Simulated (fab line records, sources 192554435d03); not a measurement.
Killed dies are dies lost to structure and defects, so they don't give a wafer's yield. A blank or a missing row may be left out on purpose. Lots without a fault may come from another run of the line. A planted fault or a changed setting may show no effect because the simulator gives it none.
Split-lot experiment | flow n5_finfet | 7 lots, 39 wafers read, on a route of 1938 steps

THE SPLIT
At N5_BEOL_M0_SAQP_SPACER1_ALD_98 (deposits SiO2, target thk 12.8 nm, pulse time 1 s, purge time 2 s), the setting ald_cycles was moved away from the recipe's 138 on 9 of the 39 wafers read, by -36.2% to +48.6%. The other wafers ran this setting at the recipe's value.

FROM THE SPLIT TO THE READING: what the file shows between them, 2 steps
- N5_BEOL_M0_SAQP_SPACER1_ETCHBACK_99: etches SiO2 in CHF3/O2, target depth 15.4 nm, time 7.7 s
- N5_BEOL_M0_SAQP_MANDREL1_REMOVE_100: chemistry HBr/Cl2/O2, target a-Si, stops on SiNx, bt time 10 s

THE READING
cd_nm, in nm, at N5_BEOL_M0_SAQP_CD_MEAS_25 (target cd 13.1 nm). Fault-free wafers of this fab line usually give 12.82 nm, standard deviation 0.22 nm.

wafer  | tool, chamber at the split | ald_cycles as run | against the recipe | cd_nm, nm | against lot-mates on the recipe
L078.1 | ald_sin-01, 2,3,0,1,1,0    | 138               | recipe             | 12.81     | -
L078.2 | ald_sin-01, 2,3,0,1,1,0    | 138               | recipe             | 13.41     | -
L078.3 | ald_sin-01, 2,3,0,1,1,0    | 138               | recipe             | 12.70     | -
L078.4 | ald_sin-01, 2,3,0,1,1,0    | 138               | recipe             | 12.76     | -
L078.5 | ald_sin-01, 2,3,0,1,1,0    | 138               | recipe             | 12.76     | -
L078.6 | ald_sin-01, 2,3,0,1,1,0    | 138               | recipe             | 12.38     | -
L081.1 | ald_sin-02, 3              | 138               | recipe             | 12.36     | -
L081.2 | ald_sin-02, 2,1,0,0,3      | 138               | recipe             | 12.62     | -
L081.3 | ald_sin-02, 2,1,0,0,3      | 138               | recipe             | 13.09     | -
L081.4 | ald_sin-02, 2,1,0,0,3      | 138               | recipe             | 12.75     | -
L081.5 | ald_sin-02, 2,1,0,0,3      | 138               | recipe             | 12.92     | -
L081.6 | ald_sin-02, 2,1,0,0,3      | 138               | recipe             | 12.71     | -
L086.1 | ald_sin-01, 3,2,1,1,2      | 138               | recipe             | 12.97     | -
L086.2 | ald_sin-01, 3,2,1,1,2      | 138               | recipe             | 12.93     | -
L086.3 | ald_sin-01, 3,2,1,1,2      | 138               | recipe             | 12.57     | -
L086.4 | ald_sin-01, 0              | 138               | recipe             | 12.41     | -
L086.5 | ald_sin-01, 3,2,1,1,2      | 138               | recipe             | 12.58     | -
L086.6 | ald_sin-01, 3,2,1,1,2      | 138               | recipe             | 12.73     | -
L089.2 | ald_sin-04, 3,1,2          | 138               | recipe             | 12.57     | -
L089.3 | ald_sin-04, 3,1,2          | 138               | recipe             | 12.66     | -
L089.6 | ald_sin-04, 3,1,2          | 138               | recipe             | 12.46     | -
L090.1 | ald_sin-02, 1,2,0          | 138               | recipe             | 12.86     | -
L090.2 | ald_sin-02, 3,0,1          | 205               | +48.6%             | 19.43     | +6.62
L090.3 | ald_sin-02, 1,2,0          | 138               | recipe             | 12.81     | -
L090.4 | ald_sin-02, 1,2,0          | 138               | recipe             | 12.76     | -
L090.5 | ald_sin-02, 3,0,1          | 205               | +48.6%             | 18.95     | +6.14
L090.6 | ald_sin-02, 3,0,1          | 205               | +48.6%             | 19.30     | +6.49
L092.1 | ald_sin-02, 1,0,1          | 88                | -36.2%             | 8.14      | -4.78
L092.2 | ald_sin-02, 0,2,3          | 138               | recipe             | 13.35     | -
L092.3 | ald_sin-02, 0,2,3          | 138               | recipe             | 12.70     | -
L092.4 | ald_sin-02, 0,2,3          | 138               | recipe             | 12.71     | -
L092.5 | ald_sin-02, 1,0,1          | 88                | -36.2%             | 8.18      | -4.74
L092.6 | ald_sin-02, 1,0,1          | 88                | -36.2%             | 7.99      | -4.93
L097.1 | ald_sin-04, 3,1,3          | 138               | recipe             | 12.77     | -
L097.2 | ald_sin-04, 2,0,0          | 202               | +46.4%             | 18.97     | +5.83
L097.3 | ald_sin-04, 3,1,3          | 138               | recipe             | 13.30     | -
L097.4 | ald_sin-04, 2,0,0          | 202               | +46.4%             | 19.21     | +6.07
L097.5 | ald_sin-04, 2,0,0          | 202               | +46.4%             | 18.67     | +5.53
L097.6 | ald_sin-04, 3,1,3          | 138               | recipe             | 13.36     | -
Where a row lists several chambers, the file gives one row for several wafers and doesn't say which wafer went through which chamber.

THE FIT
A straight line over all 39 wafers: cd_nm changes by +0.132 nm for each +1% of ald_cycles; r = +1.00; the points scatter about the line by 0.26 nm.
The same after taking each lot's own level away (the mean of its wafers on the recipe; 39 wafers): +0.13 nm for each +1%; r = +1.00; scatter 0.24 nm.
On that fit, the largest move of ald_cycles shifts the reading by 6.3 nm.
The lots' own levels span 12.563 to 13.143 nm, that is 2.6 times the standard deviation above.
So the lot-to-lot level changes the slope little: the two slopes agree.
Check: with one of the wafers moved furthest among these (+48.6%) left out of the fit, the line predicts +6.24 nm for it against its lot-mates. It came out at +6.62 nm against them.

OTHER SPLITS ON THESE WAFERS
These wafers also went through other splits before the reading. Each is held against what the fit with the lots' levels taken away leaves over:
other split on the same wafers     | wafers away from the commonest value | r with cd_nm (lot level and that fit taken away)
N5_FIN_SAQP_HM_DEP_03 target_thk_a | 15                                   | +0.29
N5_SD_EPI_P_EPI_21 time_s          | 18                                   | +0.21
N5_HKMG_FIN_DESCUM_53 time_s       | 12                                   | -0.13

THE WHOLE CHAIN: every reading that the file lists as answering this split, in the file's order
step                                | what it does                                                      | reading                                                                                     | change (the file's fit)               | r (the file's)
N5_BEOL_M0_SAQP_SPACER1_ALD_98      | deposits SiO2, target thk 12.8 nm, pulse time 1 s, purge time 2 s | SiO2_of_BEOL_M0_SAQP_SPACER1_ALD_98.thk_nm (the simulator's own value, which no gauge read) | +0.127 nm for each +1% of the setting | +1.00
N5_BEOL_M0_SAQP_MANDREL1_REMOVE_100 | chemistry HBr/Cl2/O2, target a-Si, stops on SiNx, bt time 10 s    | SiO2_of_BEOL_M0_SAQP_SPACER1_ALD_98.thk_nm (the simulator's own value, which no gauge read) | +0.12 nm for each +1% of the setting  | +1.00
N5_BEOL_M0_SAQP_MANDREL1_REMOVE_100 | chemistry HBr/Cl2/O2, target a-Si, stops on SiNx, bt time 10 s    | BEOL_M0_SAQP.cd_nm (the simulator's own value, which no gauge read)                         | +0.128 nm for each +1% of the setting | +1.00
N5_BEOL_M0_SAQP_CD_MEAS_25          | target cd 13.1 nm                                                 | cd_nm                                                                                       | +0.13 nm for each +1% of the setting  | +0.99

THE FILE'S OWN FIT
cd_nm changes by +0.13 nm for each +1% of ald_cycles, r = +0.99.
